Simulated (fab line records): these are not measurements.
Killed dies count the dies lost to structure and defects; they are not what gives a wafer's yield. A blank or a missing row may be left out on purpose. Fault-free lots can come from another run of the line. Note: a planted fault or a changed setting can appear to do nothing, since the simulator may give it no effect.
The tool behind it: which one? :: flow nand-harc :: 6 lots, 18 wafers sampled, at 5 steps of a route of 1302

== WHAT EACH GAUGE READ, for each wafer ==
NHARC_END_SORT_01.
lot: L287
measured: day 28 20:47
on: prober-01
defect-limited-yield (%): 90.8 82.4 91.9

== EACH LOT AND THE TOOL THAT RAN IT (in order: tool; ch and the chambers of the sampled wafers; start) ==
lot: L277
NHARC_P_BONDPAD_STRIP_16: wet-bench-08 ch 3,4,6, day 7 10:48
NHARC_A_BONDPAD_PVD_27: pvd-sputter-03, day 24 09:24 or earlier
NHARC_THIN_TSV_ETCH_44: rie-diel-09 ch 0,1, day 24 09:24
NHARC_THIN_TSV_STRIP_56: plasma-asher-01 ch 0,1, day 24 15:43

lot: L279
NHARC_P_BONDPAD_STRIP_16: wet-bench-10 ch 0,3,7, day 8 08:20
NHARC_A_BONDPAD_PVD_27: pvd-sputter-03, day 25 00:26 or earlier
NHARC_THIN_TSV_ETCH_44: rie-diel-09 ch 2,3, day 25 00:26
NHARC_THIN_TSV_STRIP_56: plasma-asher-01 ch 0,1, day 25 06:43

lot: L287
NHARC_P_BONDPAD_STRIP_16: wet-bench-10 ch 2,4,6, day 11 11:38
NHARC_A_BONDPAD_PVD_27: pvd-sputter-01, day 28 03:35 or earlier
NHARC_THIN_TSV_ETCH_44: rie-diel-09 ch 0,1,3, day 28 03:35
NHARC_THIN_TSV_STRIP_56: plasma-asher-01 ch 0,1, day 28 09:47

lot: L293
NHARC_P_BONDPAD_STRIP_16: wet-bench-08 ch 1,3,7, day 14 03:44
NHARC_A_BONDPAD_PVD_27: pvd-sputter-02, day 31 16:38 or earlier
NHARC_THIN_TSV_ETCH_44: rie-diel-05 ch 0,2,3, day 31 16:38
NHARC_THIN_TSV_STRIP_56: plasma-asher-02 ch 0,1, day 31 22:49

lot: L296
NHARC_P_BONDPAD_STRIP_16: wet-bench-08 ch 0,3,5, day 15 06:08
NHARC_A_BONDPAD_PVD_27: pvd-sputter-03, day 32 13:39 or earlier
NHARC_THIN_TSV_ETCH_44: rie-diel-09 ch 1,3, day 32 13:39
NHARC_THIN_TSV_STRIP_56: plasma-asher-02 ch 0,1, day 32 19:56

lot: L298
NHARC_P_BONDPAD_STRIP_16: wet-bench-10 ch 0,6,7, day 16 12:10
NHARC_A_BONDPAD_PVD_27: pvd-sputter-03, day 33 18:14 or earlier
NHARC_THIN_TSV_ETCH_44: rie-diel-03 ch 0,3, day 33 18:14
NHARC_THIN_TSV_STRIP_56: plasma-asher-02 ch 0,1, day 34 00:43
- NHARC_P_BONDPAD_STRIP_16: strips in post etch residue remover, time 600 s.
- NHARC_A_BONDPAD_PVD_27: deposits Cu, target thk 30 nm, time 20.49 s.
- NHARC_THIN_TSV_ETCH_44: etches the open film in CF4/O2, target depth 1594.2 nm, time 797.1 s.
- NHARC_THIN_TSV_STRIP_56: strips in O2.

== THE ANSWER, worked out from the rows above alone ==
Rule: the usual values come from the lots themselves. The widest of any qualifying gaps counts: lots, ordered by their means at a reading, are off when they make up no more than a third of the lots, leave a main group of 4 or more, and stand apart from it by 3 or more times the standard deviation of that group's means. If all means in a main group match to the digits the tables above print for the reading, that group is not used. A lot without any number at a reading at which 4 lots or more have one is off too. Any other lot the step has rows for is counted as sound.
Nothing can be told from this: no lot is off at any reading shown.

== WHAT THE SIMULATOR HAD PUT IN ==
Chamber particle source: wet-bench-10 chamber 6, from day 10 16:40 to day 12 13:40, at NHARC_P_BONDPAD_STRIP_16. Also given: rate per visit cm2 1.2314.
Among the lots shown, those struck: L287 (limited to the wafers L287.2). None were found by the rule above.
